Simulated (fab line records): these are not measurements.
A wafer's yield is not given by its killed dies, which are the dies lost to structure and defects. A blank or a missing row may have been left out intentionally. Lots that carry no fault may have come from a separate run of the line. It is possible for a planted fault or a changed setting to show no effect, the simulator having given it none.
fab line records | flow n5_finfet
record lots=7 | wafers=39
route steps=1938 shown FIN_SAQP@102 SD_EPI_P@321 SD_ACTIVATION@330
start_h: start of the lot's first displayed wafer, in hours after the record's first day | wait_h: hours elapsed since this lot's preceding step | " as in the row above | L1.1+2: several wafers, shown together as one row | - value missing, or start not given | * or withheld: withheld | < > ~ a bound
route shown NAME@n: a module of which the file shows steps, and the number in the route of the first | usual: mean/standard deviation of fault-free wafers | same: alike in all rows | chamber/n: place in a boat | sites: the reading at each site | _std_site: the values' standard deviation | _edge_site: inner sites' mean taken away from outer sites' mean | radius_mm: how far each site lies from the wafer's centre | mask NAME#n: copy n | behind: tool/chamber where the wafer was last shaped | hold: why the lot was held/for how many hours/how that ended | device: which transistor (n, p or np) failed to switch | end of line: at the end of the route, the tests of the same wafers | where a step has no rows: the recipe by itself | killed: not the wafer's yield, but the dies lost to structure and defects at the first sort | map: a wafer's dies, x killed, . not, _ none there
set.NAME: the setting that was run; set.NAME@STEP: the one run at that earlier step | model.NAME: the simulator's own value behind a step, which no gauge read
lots run with intentionally changed settings; tables by step, rows by wafer
## steps
# step N5_FIN_SAQP_HM_DEP_72
# recipe material=SiO2 | target_thk_a=120 | temp_c=400 | precursor=SiH4/N2O | pressure_torr=0.75 | rf_w=275 | time_s=7.2
lot.wafer | tool     | chamber | start_h | wait_h | set.target_thk_a | model.SiO2_of_FIN_SAQP_HM_DEP_72.thk_nm
L079.1    | pecvd-01 | 0       | 51.06   | 0.0    | 120              | 11.86
L079.2    | "        | 1       | "       | "      | 120              | 12.01
L079.3    | "        | 2       | "       | "      | 120              | 11.62
L079.4    | "        | 0       | "       | "      | 120              | 12.23
L079.5    | "        | 1       | "       | "      | 120              | 12.21
L079.6    | "        | 2       | "       | "      | 120              | 11.85
L080.1    | pecvd-03 | 2       | 57.20   | 0.0    | 120              | 11.86
L080.2    | "        | 0       | "       | "      | 120              | 11.91
L080.3    | "        | 1       | "       | "      | 120              | 11.37
L080.4    | "        | 2       | "       | "      | 120              | 12.04
L080.5    | "        | 0       | "       | "      | 120              | 11.97
L080.6    | "        | 1       | "       | "      | 120              | 11.88
L082.1    | pecvd-01 | 1       | 69.24   | 0.0    | 120              | 12.14
L082.2    | "        | 2       | "       | "      | 175.4            | 17.14
L082.3    | "        | 0       | "       | "      | 120              | 12.08
L082.4    | "        | 2       | "       | "      | 175.4            | 17.31
L082.5    | "        | 0       | "       | "      | 175.4            | 17.94
L082.6    | "        | 1       | "       | "      | 120              | 12.28
L086.1    | pecvd-03 | 2       | 94.26   | 0.0    | 120              | 11.77
L086.2    | "        | 0       | "       | "      | 120              | 12.03
L086.3    | "        | 1       | "       | "      | 101.1            | 9.878
L086.4    | "        | 2       | "       | "      | 120              | 11.93
L086.5+6  | "        | 1,0     | "       | "      | 101.1            | 10.12
L087.1    | pecvd-01 | 0       | 99.04   | 0.0    | 50.34            | 4.987
L087.2    | "        | 2       | "       | "      | 120              | 11.55
L087.3    | "        | 1       | "       | "      | 50.34            | 5.236
L087.4    | "        | 1       | "       | "      | 120              | 12.2
L087.5    | "        | 2       | "       | "      | 50.34            | 4.696
L087.6    | "        | 0       | "       | "      | 120              | 12.1
L088.1    | pecvd-03 | 2       | 104.67  | 0.0    | 88.14            | 8.586
L088.2    | "        | 1       | "       | "      | 120              | 11.51
L088.3    | "        | 1       | "       | "      | 88.14            | 8.508
L088.4    | "        | 2       | "       | "      | 120              | 11.86
L088.5    | "        | 2       | "       | "      | 120              | 11.83
L088.6    | "        | 1       | "       | "      | 88.14            | 8.375
L096.1    | pecvd-01 | 2       | 153.22  | 0.0    | 120              | 11.64
L096.3    | "        | 1       | "       | "      | 120              | 12.37
L096.6    | "        | 1       | "       | "      | 120              | 12.47
# step N5_FIN_SAQP_COAT_49
# recipe resist=SOC | temp_c=250 | time_s=60 | spin_rpm=1500 | resist_thk_nm=100
# step N5_FIN_SAQP_COAT_50
# recipe resist=SiARC | temp_c=220 | time_s=60 | spin_rpm=1500 | resist_thk_nm=35
# step N5_FIN_SAQP_ETCH_52
# recipe chemistry=N2/H2 | target=SOC | target_depth_a=1000 | overetch_a=200 | mask_material=SiARC | temp_c=40 | time_s=150 | ion_energy_ev=200 | pressure_mtorr=30 | source_w=840 | bias_w=150 | n2_flow_sccm=200 | h2_flow_sccm=200 | ends=end_point
# step N5_FIN_SAQP_STRIP_53
# recipe chemistry=N2/H2 | temp_c=40 | n2_flow_sccm=200 | h2_flow_sccm=200 | rf_frequency_hz=6e+07
# step N5_FIN_SAQP_HM_OPEN_73
# recipe chemistry=CHF3/O2 | target=SiO2 | stop_on=a-Si | target_depth_a=120 | over_etch_frac=1.8 | mask_material=SOC | time_s=16.8 | pressure_mtorr=30 | source_w=650 | bias_w=170 | Ar_flow_sccm=200 | CHF3_flow_sccm=50 | O2_flow_sccm=5 | ion_energy_ev=200 | ends=end_point
lot.wafer | tool        | chamber | start_h | wait_h | set.target_thk_a@FIN_SAQP_HM_DEP_72 | model.etch.depth_nm
L079.1    | rie_diel-02 | 0       | 51.68   | 0.0    | 120                                 | 11.86
L079.2    | "           | 1       | "       | "      | 120                                 | 12.01
L079.3    | "           | 3       | "       | "      | 120                                 | 11.62
L079.4    | "           | 2       | "       | "      | 120                                 | 12.23
L079.5    | "           | 2       | "       | "      | 120                                 | 12.21
L079.6    | "           | 3       | "       | "      | 120                                 | 11.85
L080.1    | rie_diel-06 | 2       | 58.30   | 0.0    | 120                                 | 11.86
L080.2    | "           | 3       | "       | "      | 120                                 | 11.91
L080.3    | "           | 1       | "       | "      | 120                                 | 11.37
L080.4    | "           | 0       | "       | "      | 120                                 | 12.04
L080.5    | "           | 3       | "       | "      | 120                                 | 11.97
L080.6    | "           | 2       | "       | "      | 120                                 | 11.88
L082.1    | rie_diel-06 | 0       | 69.98   | 0.0    | 120                                 | 12.14
L082.2    | "           | 2       | "       | "      | 175.4                               | 17.14
L082.3    | "           | 1       | "       | "      | 120                                 | 12.08
L082.4    | "           | 1       | "       | "      | 175.4                               | 17.31
L082.5    | "           | 0       | "       | "      | 175.4                               | 17.94
L082.6    | "           | 2       | "       | "      | 120                                 | 12.28
L086.1    | rie_diel-02 | 3       | 95.11   | 0.0    | 120                                 | 11.77
L086.2    | "           | 0       | "       | "      | 120                                 | 12.03
L086.3    | "           | 2       | "       | "      | 101.1                               | 9.878
L086.4    | "           | 1       | "       | "      | 120                                 | 11.93
L086.5+6  | "           | 0,3     | "       | "      | 101.1                               | 10.12
L087.1    | rie_diel-05 | 1       | 99.78   | 0.0    | 50.34                               | 4.987
L087.2    | "           | 3       | "       | "      | 120                                 | 11.55
L087.3    | "           | 0       | "       | "      | 50.34                               | 5.236
L087.4    | "           | 2       | "       | "      | 120                                 | 12.2
L087.5    | "           | 1       | "       | "      | 50.34                               | 4.696
L087.6    | "           | 0       | "       | "      | 120                                 | 12.1
L088.1    | rie_diel-05 | 0       | 105.43  | 0.0    | 88.14                               | 8.586
L088.2    | "           | 3       | "       | "      | 120                                 | 11.51
L088.3    | "           | 1       | "       | "      | 88.14                               | 8.508
L088.4    | "           | 2       | "       | "      | 120                                 | 11.86
L088.5    | "           | 1       | "       | "      | 120                                 | 11.83
L088.6    | "           | 2       | "       | "      | 88.14                               | 8.375
L096.1    | rie_diel-05 | 1       | 153.96  | 0.0    | 120                                 | 11.64
L096.3    | "           | 2       | "       | "      | 120                                 | 12.37
L096.6    | "           | 3       | "       | "      | 120                                 | 12.47
# step N5_SD_EPI_P_EPI_21
# recipe material=SiGe:B | dopant=B | temp_c=550 | pressure_torr=20 | ambient=H2 | time_s=355
lot.wafer | tool         | chamber | start_h | wait_h | set.time_s | model.SiGe-B_of_SD_EPI_P_EPI_21.thk_nm
L079.1    | epi_rpcvd-03 | 0       | 86.35   | 0.2    | 355        | 59.4
L079.2    | "            | 0       | "       | "      | 355        | 59.6
L079.3+6  | "            | 0       | "       | "      | 274        | 50.6
L079.4    | "            | 0       | "       | "      | 355        | 60
L079.5    | "            | 0       | "       | "      | 274        | 50.4
L080.1    | epi_rpcvd-01 | 0       | 90.69   | 0.1    | 499        | 78.8
L080.2    | "            | 0       | "       | "      | 499        | 77.6
L080.3+6  | "            | 0       | "       | "      | 355        | 61.4
L080.4    | "            | 0       | "       | "      | 355        | 60.8
L080.5    | "            | 0       | "       | "      | 499        | 77.4
L082.1+6  | epi_rpcvd-04 | 0       | 102.36  | 0.1    | 242.4      | 45
L082.2    | "            | 0       | "       | "      | 355        | 61.2
L082.3    | "            | 0       | "       | "      | 355        | 61.4
L082.4    | "            | 0       | "       | "      | 355        | 60.6
L082.5    | "            | 0       | "       | "      | 242.4      | 44.8
L086.1    | epi_rpcvd-04 | 0       | 131.51  | 0.1    | 355        | 62.6
L086.2    | "            | 0       | "       | "      | 524.6      | 81.2
L086.3    | "            | 0       | "       | "      | 524.6      | 81.6
L086.4    | "            | 0       | "       | "      | 355        | 62
L086.5    | "            | 0       | "       | "      | 355        | 61.4
L086.6    | "            | 0       | "       | "      | 524.6      | 82.6
L087.1    | epi_rpcvd-01 | 0       | 134.65  | 0.2    | 355        | 61
L087.2    | "            | 0       | "       | "      | 355        | 60.6
L087.3    | "            | 0       | "       | "      | 559.3      | 82.6
L087.4    | "            | 0       | "       | "      | 559.3      | 84.4
L087.5    | "            | 0       | "       | "      | 355        | 60.8
L087.6    | "            | 0       | "       | "      | 559.3      | 83.2
L088.1    | epi_rpcvd-01 | 0       | 140.76  | 0.2    | 355        | 59.6
L088.2    | "            | 0       | "       | "      | 355        | 60.8
L088.3    | "            | 0       | "       | "      | 355        | 60.6
L088.4    | "            | 0       | "       | "      | 355        | 61.6
L088.5    | "            | 0       | "       | "      | 355        | 60.4
L088.6    | "            | 0       | "       | "      | 355        | 61
L096.1    | epi_rpcvd-04 | 0       | 188.10  | 0.1    | 355        | 61.2
L096.3    | "            | 0       | "       | "      | 355        | 61.4
L096.6    | "            | 0       | 189.90  | 1.8    | 355        | 61
# step N5_SD_EPI_P_EPI_MEAS_23
# recipe mode=xrd
# usual thk_nm=60.9/1.2
lot.wafer | tool          | chamber | start_h | wait_h | set.time_s@SD_EPI_P_EPI_21 | thk_nm
L079.1    | film_metro-02 | -       | 89.28   | 2.5    | 355                        | 60.8
L079.2    | "             | -       | "       | "      | 355                        | 58.3
L079.3    | "             | -       | "       | "      | 274                        | 49.8
L079.4    | "             | -       | "       | "      | 355                        | 59.5
L079.5    | "             | -       | "       | "      | 274                        | 49.2
L079.6    | "             | -       | "       | "      | 274                        | 50.0
L080.1    | film_metro-02 | -       | 92.89   | 1.8    | 499                        | 78.7
L080.2    | "             | -       | "       | "      | 499                        | 75.9
L080.3    | "             | -       | "       | "      | 355                        | 60.8
L080.4    | "             | -       | "       | "      | 355                        | 59.8
L080.5    | "             | -       | "       | "      | 499                        | 77.1
L080.6    | "             | -       | "       | "      | 355                        | 61.7
L082.1    | film_metro-02 | -       | 104.56  | 1.9    | 242.4                      | 43.8
L082.2    | "             | -       | "       | "      | 355                        | 60.9
L082.3    | "             | -       | "       | "      | 355                        | 63.3
L082.4    | "             | -       | "       | "      | 355                        | 61.6
L082.5    | "             | -       | "       | "      | 242.4                      | 44.6
L082.6    | "             | -       | "       | "      | 242.4                      | 44.9
L086.1    | film_metro-02 | -       | 133.71  | 1.8    | 355                        | 63.5
L086.2    | "             | -       | "       | "      | 524.6                      | 77.9
L086.3    | "             | -       | "       | "      | 524.6                      | 81.3
L086.4    | "             | -       | "       | "      | 355                        | 60.6
L086.5    | "             | -       | "       | "      | 355                        | 59.5
L086.6    | "             | -       | "       | "      | 524.6                      | 82.3
L087.1    | film_metro-01 | -       | 137.57  | 2.4    | 355                        | 62.0
L087.2    | "             | -       | "       | "      | 355                        | 61.5
L087.3    | "             | -       | "       | "      | 559.3                      | 84.4
L087.4    | "             | -       | "       | "      | 559.3                      | 84.2
L087.5    | "             | -       | "       | "      | 355                        | 60.8
L087.6    | "             | -       | "       | "      | 559.3                      | 82.5
L088.1    | film_metro-02 | -       | 143.68  | 2.4    | 355                        | 59.3
L088.2    | "             | -       | "       | "      | 355                        | 61.5
L088.3    | "             | -       | "       | "      | 355                        | 59.9
L088.4    | "             | -       | "       | "      | 355                        | 61.9
L088.5    | "             | -       | "       | "      | 355                        | 62.3
L088.6    | "             | -       | "       | "      | 355                        | 62.1
L096.1    | film_metro-01 | -       | 190.30  | 1.8    | 355                        | 61.8
L096.3    | "             | -       | "       | "      | 355                        | 62.4
L096.6    | "             | -       | "       | "      | 355                        | 60.8
# step N5_SD_EPI_P_HM_STRIP_48
# recipe chemistry=H3PO4 | temp_c=160 | material=SiNx | target=SiNx | target_depth_a=30 | overetch_fraction=0.3
lot.wafer | tool         | chamber | start_h | wait_h | set.time_s@SD_EPI_P_EPI_21 | model.SiGe-B_of_SD_EPI_P_EPI_21.thk_nm
L079.1    | wet_bench-01 | 2       | 89.32   | 0.0    | 355                        | 59
L079.2    | "            | 3       | "       | "      | 355                        | 59.2
L079.3+6  | "            | 0,6     | "       | "      | 274                        | 50.4
L079.4    | "            | 7       | "       | "      | 355                        | 59.8
L079.5    | "            | 1       | "       | "      | 274                        | 50.2
L080.1    | wet_bench-01 | 3       | 92.93   | 0.0    | 499                        | 78.4
L080.2    | "            | 5       | "       | "      | 499                        | 77.2
L080.3+6  | "            | 2,0     | "       | "      | 355                        | 61
L080.4    | "            | 4       | "       | "      | 355                        | 60.4
L080.5    | "            | 1       | "       | "      | 499                        | 77
L082.1+6  | wet_bench-01 | 4,6     | 104.60  | 0.0    | 242.4                      | 44.8
L082.2    | "            | 5       | "       | "      | 355                        | 60.8
L082.3    | "            | 1       | "       | "      | 355                        | 61
L082.4    | "            | 0       | "       | "      | 355                        | 60.4
L082.5    | "            | 7       | "       | "      | 242.4                      | 44.6
L086.1    | wet_bench-03 | 1       | 133.75  | 0.0    | 355                        | 62.2
L086.2    | "            | 0       | "       | "      | 524.6                      | 80.8
L086.3    | "            | 4       | "       | "      | 524.6                      | 81.2
L086.4    | "            | 5       | "       | "      | 355                        | 61.6
L086.5    | "            | 6       | "       | "      | 355                        | 61
L086.6    | "            | 7       | "       | "      | 524.6                      | 82.2
L087.1+5  | wet_bench-01 | 4,5     | 137.61  | 0.0    | 355                        | 60.6
L087.2    | "            | 6       | "       | "      | 355                        | 60.4
L087.3    | "            | 1       | "       | "      | 559.3                      | 82.2
L087.4    | "            | 0       | "       | "      | 559.3                      | 84
L087.6    | "            | 7       | "       | "      | 559.3                      | 82.8
L088.1    | wet_bench-05 | 6       | 143.72  | 0.0    | 355                        | 59.4
L088.2    | "            | 0       | "       | "      | 355                        | 60.6
L088.3    | "            | 4       | "       | "      | 355                        | 60.4
L088.4    | "            | 3       | "       | "      | 355                        | 61.4
L088.5    | "            | 7       | "       | "      | 355                        | 60.2
L088.6    | "            | 5       | "       | "      | 355                        | 60.8
L096.1+3  | wet_bench-01 | 1,3     | 190.33  | 0.0    | 355                        | 61
L096.6    | "            | 4       | "       | "      | 355                        | 60.8
# step N5_SD_EPI_P_SRD_49
# recipe dry=ipa_marangoni | time_s=30 | temp_c=23 | rinse_liquid=diw
# step N5_SD_EPI_P_PRECLEAN_24
# recipe chemistry=O3/DIW | time_s=45 | temp_c=22 | o3_ppm=10
# step N5_SD_ACTIVATION_RTA_00
# recipe temp_c=975 | time_s=0 | ambient=N2 | idle_temp_c=600 | ramp_up_c_per_s=150 | ramp_down_c_per_s=60 | cool_to_c=600
# step N5_SD_ACTIVATION_LSA_01
# recipe temp_c=1080 | time_s=0.0008 | ambient=N2
# step N5_SD_ACTIVATION_RS_MEAS_03
# recipe thk_meas_gauge=four-point-probe
# usual RS_SD_N=21.9/0.33 | RS_SD_P=56.1/0.91
lot.wafer | tool          | chamber | start_h | wait_h | set.time_s@SD_EPI_P_EPI_21 | RS_SD_N[ohm/sq] | RS_SD_P[ohm/sq]
L079.1    | film_metro-01 | -       | 89.93   | 0.2    | 355                        | 21.7            | 58.2
L079.2    | "             | -       | "       | "      | 355                        | 22.1            | 57.2
L079.3    | "             | -       | "       | "      | 274                        | 22.2            | 67.9
L079.4    | "             | -       | "       | "      | 355                        | 22.1            | 57.6
L079.5    | "             | -       | "       | "      | 274                        | 21.9            | 67.6
L079.6    | "             | -       | "       | "      | 274                        | 21.9            | 67.6
L080.1    | film_metro-02 | -       | 93.49   | 0.2    | 499                        | 22.1            | 43.9
L080.2    | "             | -       | "       | "      | 499                        | 21.9            | 44.5
L080.3    | "             | -       | "       | "      | 355                        | 22.2            | 56.2
L080.4    | "             | -       | "       | "      | 355                        | 22.0            | 56.6
L080.5    | "             | -       | "       | "      | 499                        | 22.1            | 44.5
L080.6    | "             | -       | "       | "      | 355                        | 21.8            | 56.3
L082.1    | film_metro-01 | -       | 105.17  | 0.2    | 242.4                      | 21.8            | 77.0
L082.2    | "             | -       | "       | "      | 355                        | 21.9            | 57.1
L082.3    | "             | -       | "       | "      | 355                        | 21.7            | 56.5
L082.4    | "             | -       | "       | "      | 355                        | 21.4            | 56.6
L082.5    | "             | -       | "       | "      | 242.4                      | 22.0            | 76.4
L082.6    | "             | -       | "       | "      | 242.4                      | 21.9            | 77.4
L086.1    | film_metro-01 | -       | 134.32  | 0.2    | 355                        | 21.4            | 54.6
L086.2    | "             | -       | "       | "      | 524.6                      | 21.6            | 42.1
L086.3    | "             | -       | "       | "      | 524.6                      | 21.3            | 42.2
L086.4    | "             | -       | "       | "      | 355                        | 21.6            | 54.6
L086.5    | "             | -       | "       | "      | 355                        | 21.7            | 55.9
L086.6    | "             | -       | "       | "      | 524.6                      | 21.1            | 41.4
L087.1    | film_metro-01 | -       | 138.17  | 0.2    | 355                        | 21.8            | 56.6
L087.2    | "             | -       | "       | "      | 355                        | 21.7            | 56.9
L087.3    | "             | -       | "       | "      | 559.3                      | 21.7            | 41.6
L087.4    | "             | -       | "       | "      | 559.3                      | 21.7            | 41.2
L087.5    | "             | -       | "       | "      | 355                        | 21.9            | 56.5
L087.6    | "             | -       | "       | "      | 559.3                      | 21.7            | 41.6
L088.1    | film_metro-02 | -       | 144.50  | 0.2    | 355                        | 21.7            | 57.3
L088.2    | "             | -       | "       | "      | 355                        | 22.2            | 55.8
L088.3    | "             | -       | "       | "      | 355                        | 21.8            | 56.0
L088.4    | "             | -       | "       | "      | 355                        | 22.0            | 55.4
L088.5    | "             | -       | "       | "      | 355                        | 22.2            | 56.7
L088.6    | "             | -       | "       | "      | 355                        | 22.1            | 55.5
L096.1    | film_metro-02 | -       | 190.92  | 0.2    | 355                        | 22.4            | 55.9
L096.3    | "             | -       | "       | "      | 355                        | 22.2            | 55.9
L096.6    | "             | -       | "       | "      | 355                        | 22.4            | 56.4
## key
split step=N5_FIN_SAQP_HM_DEP_72 | setting=target_thk_a | stated=120 | by=wafer
response step=N5_FIN_SAQP_HM_DEP_72 | reading=model.SiO2_of_FIN_SAQP_HM_DEP_72.thk_nm | change=+0.119 | per=1% | r=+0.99
response step=N5_FIN_SAQP_HM_OPEN_73 | reading=model.etch.depth_nm | change=+0.119 | per=1% | r=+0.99
split step=N5_SD_EPI_P_EPI_21 | setting=time_s | stated=355 | by=wafer
response step=N5_SD_EPI_P_EPI_21 | reading=model.SiGe-B_of_SD_EPI_P_EPI_21.thk_nm | change=+0.416 | per=1% | r=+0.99
response step=N5_SD_EPI_P_EPI_MEAS_23 | reading=thk_nm | change=* | per=1% | r=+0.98
response step=N5_SD_EPI_P_HM_STRIP_48 | reading=model.SiGe-B_of_SD_EPI_P_EPI_21.thk_nm | change=+0.414 | per=1% | r=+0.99
response step=N5_SD_ACTIVATION_RS_MEAS_03 | reading=RS_SD_P | shape=bent | at_lowest=76.9 | at_stated=56.3 | at_highest=41.5
